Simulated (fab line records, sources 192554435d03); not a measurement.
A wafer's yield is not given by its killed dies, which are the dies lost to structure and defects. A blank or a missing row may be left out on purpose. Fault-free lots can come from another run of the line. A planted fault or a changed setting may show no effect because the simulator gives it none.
Chamber matching | flow n5 finfet | rie diel-01 running N5_BEOL_M0_SAQP_ETCH_101: 4 sister chambers
The step etches SiNx in CH3F/O2, target depth 29.9 nm, time 42.7 s. 16 wafers are shown with their chamber, then 8 later ones without.

== WAFERS WITH THEIR CHAMBER ==
wafer  | chamber | showerhead plenum p Torr (Torr) | throttle valve pct (%) | rf vpp V (V)
L074.2 | 1       | 2.01                            | 16.25                  | 300.2
L074.3 | 3       | 2.05                            | 16.21                  | 302.6
L074.4 | 0       | 2.13                            | 16.40                  | 299.3
L078.1 | 3       | 2.05                            | 16.21                  | 305.1
L078.4 | 2       | 1.94                            | 16.01                  | 297.4
L078.5 | 2       | 1.94                            | 16.03                  | 297.5
L080.3 | 0       | 2.13                            | 16.42                  | 298.6
L080.4 | 1       | 2.01                            | 16.27                  | 299.0
L080.5 | 0       | 2.13                            | 16.40                  | 300.1
L088.2 | 1       | 2.01                            | 16.31                  | 299.3
L088.5 | 3       | 2.04                            | 16.24                  | 304.0
L088.6 | 0       | 2.12                            | 16.44                  | 299.1
L090.2 | 1       | 2.01                            | 16.28                  | 299.2
L090.3 | 0       | 2.12                            | 16.44                  | 298.9
L090.6 | 2       | 1.93                            | 16.08                  | 297.7
L092.2 | 0       | 2.12                            | 16.45                  | 298.2

SIGNATURES (averages over the wafers above)
reading                  | chamber 0 | chamber 1 | chamber 2 | chamber 3 | scatter within a chamber
showerhead plenum p Torr | 2.1250    | 2.0100    | 1.9367    | 2.0467    | 0.00486
throttle valve pct       | 16.4250   | 16.2775   | 16.0400   | 16.2200   | 0.0249
rf vpp V                 | 299.033   | 299.425   | 297.533   | 303.900   | 0.716
Rule: for each reading, subtract the chamber's mean from the wafer's reading, divide by that reading's scatter and square the result; add these up over the readings and take the root, which gives the wafer's distance from the chamber. If the next closest chamber is less than 2 further off than the closest, the wafer can't be placed; otherwise it belongs to the closest. The scatter is the square root of a quotient: the sum, over the shown wafers, of each reading's squared deviation from its chamber's mean, divided by wafers minus chambers.

== WAFERS WITHOUT THEIR CHAMBER ==
wafer  | showerhead plenum p Torr (Torr) | throttle valve pct (%) | rf vpp V (V)
L092.4 | 2.04                            | 16.27                  | 303.9
L092.5 | 2.12                            | 16.47                  | 299.6
L094.1 | 1.93                            | 16.11                  | 295.8
L094.3 | 2.00                            | 16.30                  | 299.3
L094.4 | 2.12                            | 16.45                  | 299.5
L095.2 | 1.93                            | 16.09                  | 296.8
L095.4 | 2.12                            | 16.45                  | 298.2
L095.5 | 2.00                            | 16.31                  | 299.9

== EACH ONE'S CHAMBER ==
wafer  | from the rows above | in truth
L092.4 | 3                   | 3
L092.5 | 0                   | 0
L094.1 | 2                   | 2
L094.3 | 1                   | 1
L094.4 | 0                   | 0
L095.2 | 2                   | 2
L095.4 | 0                   | 0
L095.5 | 1                   | 1
Correct placement for 8 of the 8. Left unplaced by these rows: 0. Number placed wrongly: 0.
